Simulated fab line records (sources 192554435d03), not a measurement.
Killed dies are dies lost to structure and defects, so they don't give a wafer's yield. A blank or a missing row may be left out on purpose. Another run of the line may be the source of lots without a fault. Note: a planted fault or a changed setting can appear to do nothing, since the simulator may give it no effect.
Chamber matching	flow n5 finfet	N5_BEOL_M9_ETCH_66 on rie diel-01: 4 sister chambers
The step etches SOC in N2/H2, target depth 80 nm, overetch 16 nm, time 120 s. 4 wafers are shown with their chamber, then 9 later ones without.

## EACH WAFER AND ITS CHAMBER
wafer	chamber	throttle valve pct (%)
L085.4	3	17.73
L086.1	1	17.59
L086.2	2	18.13
L086.4	0	17.37

## WAFERS WITHOUT THEIR CHAMBER
wafer	throttle valve pct (%)
L088.1	17.35
L088.3	17.74
L088.4	18.14
L093.3	17.62
L093.4	18.15
L093.5	17.76
L097.2	17.39
L097.3	17.75
L097.4	17.76

## CHAMBER TAKEN BY EACH
wafer	from the rows above	in truth
L088.1	0	0
L088.3	3	3
L088.4	2	2
L093.3	1	1
L093.4	2	2
L093.5	3	3
L097.2	0	0
L097.3	3	3
L097.4	3	3
Placed correctly: 9 of 9. Left unplaced by these rows: 0. Number placed wrongly: 0.
How it was worked out, from the rows above alone: a wafer's distance from a chamber is the root of the sum, over the readings, of the square of ((its reading less the chamber's mean) divided by the reading's scatter). If the next closest chamber is less than 2 further off than the closest, the wafer can't be placed; otherwise it belongs to the closest. Each chamber's mean is taken over the wafers shown for it. The scatter: root of mean squared gap, hidden wafer to nearest shown wafer, with one shown wafer a chamber.
